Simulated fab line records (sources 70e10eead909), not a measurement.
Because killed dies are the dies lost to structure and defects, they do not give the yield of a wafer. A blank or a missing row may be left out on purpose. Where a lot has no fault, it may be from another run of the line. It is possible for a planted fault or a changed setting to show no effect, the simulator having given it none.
Which tool was responsible? :: flow nand harc :: Sampling: 6 lots, 18 wafers, 3 of 1302 route steps

WHAT THE GAUGES READ, wafer by wafer
NHARC_A_ONON_D2_THK_MEAS_18: measures by ellipsometry.
lot: L798
measured: day 13 22:54
on: film metro-01
thk nm (nm): 979 980 979

lot: L801
measured: day 15 05:07
on: film metro-01
thk nm (nm): 1006 1007 1006

lot: L802
measured: day 16 00:38
on: film metro-02
thk nm (nm): 1003 1001 1002

lot: L808
measured: day 18 00:21
on: film metro-01
thk nm (nm): 1010 1009 1010

lot: L810
measured: day 19 11:25
on: film metro-01
thk nm (nm): 988 990 425

lot: L817
measured: day 22 05:20
on: film metro-02
thk nm (nm): 1021 1020 1021

TOOL THAT RAN EACH LOT (tool first, then ch and the chambers of the sampled wafers, then the start)
lot: L798
NHARC_A_CHANNEL_FILL_D1_ETCHBACK_20: rie diel-09 ch 0,1, day 11 00:20
NHARC_A_ONON_D2_DEP_16: pecvd onon-01 ch 0, day 13 22:23

lot: L801
NHARC_A_CHANNEL_FILL_D1_ETCHBACK_20: rie diel-09 ch 0,1,2, day 12 08:04
NHARC_A_ONON_D2_DEP_16: pecvd onon-01 ch 0, day 15 04:37

lot: L802
NHARC_A_CHANNEL_FILL_D1_ETCHBACK_20: rie diel-13 ch 0,1,3, day 13 02:56
NHARC_A_ONON_D2_DEP_16: pecvd onon-01 ch 0, day 16 00:14

lot: L808
NHARC_A_CHANNEL_FILL_D1_ETCHBACK_20: rie diel-04 ch 2,3, day 15 02:19
NHARC_A_ONON_D2_DEP_16: pecvd onon-01 ch 0, day 17 23:50

lot: L810
NHARC_A_CHANNEL_FILL_D1_ETCHBACK_20: rie diel-04 ch 1,2,3, day 16 16:10
NHARC_A_ONON_D2_DEP_16: pecvd onon-01 ch 0, day 19 10:58

lot: L817
NHARC_A_CHANNEL_FILL_D1_ETCHBACK_20: rie diel-04 ch 1,2,3, day 19 08:23
NHARC_A_ONON_D2_DEP_16: pecvd onon-03 ch 0, day 22 04:50
- NHARC_A_CHANNEL_FILL_D1_ETCHBACK_20: etches the open film in C4F8/O2/Ar, target depth 27 nm, time 13.5 s.
- NHARC_A_ONON_D2_DEP_16: target thk 1000 nm.

THE ANSWER, worked out from the rows above alone
Rule: usual is defined by the lots themselves. Put in order of their means at a reading, lots are off if they are a third of the lots or fewer, leave a main group of 4 or more, and stand apart from it by a gap of 3 or more times the standard deviation of the main group's means; of several such gaps the widest counts. A main group is skipped when, at the precision printed for the reading in the tables above, its means are all equal. Also off: a lot with no number at a reading for which 4 or more lots have one. The other lots that the step has rows for count as sound.
Off at NHARC_A_ONON_D2_THK_MEAS_18 (thk nm): L810. Mean 1004 nm and standard deviation 14 in the main group.
If a tool, at a process step before that reading, ran all the lots that are off and no sound lot after the first of them, it fits. The gauges at NHARC_A_ONON_D2_THK_MEAS_18 are tried like those tools. Undecided on this evidence; 2 tools fit (pecvd onon-01 at NHARC_A_ONON_D2_DEP_16, film metro-01 at NHARC_A_ONON_D2_THK_MEAS_18).

WHAT THE SIMULATOR PUT IN
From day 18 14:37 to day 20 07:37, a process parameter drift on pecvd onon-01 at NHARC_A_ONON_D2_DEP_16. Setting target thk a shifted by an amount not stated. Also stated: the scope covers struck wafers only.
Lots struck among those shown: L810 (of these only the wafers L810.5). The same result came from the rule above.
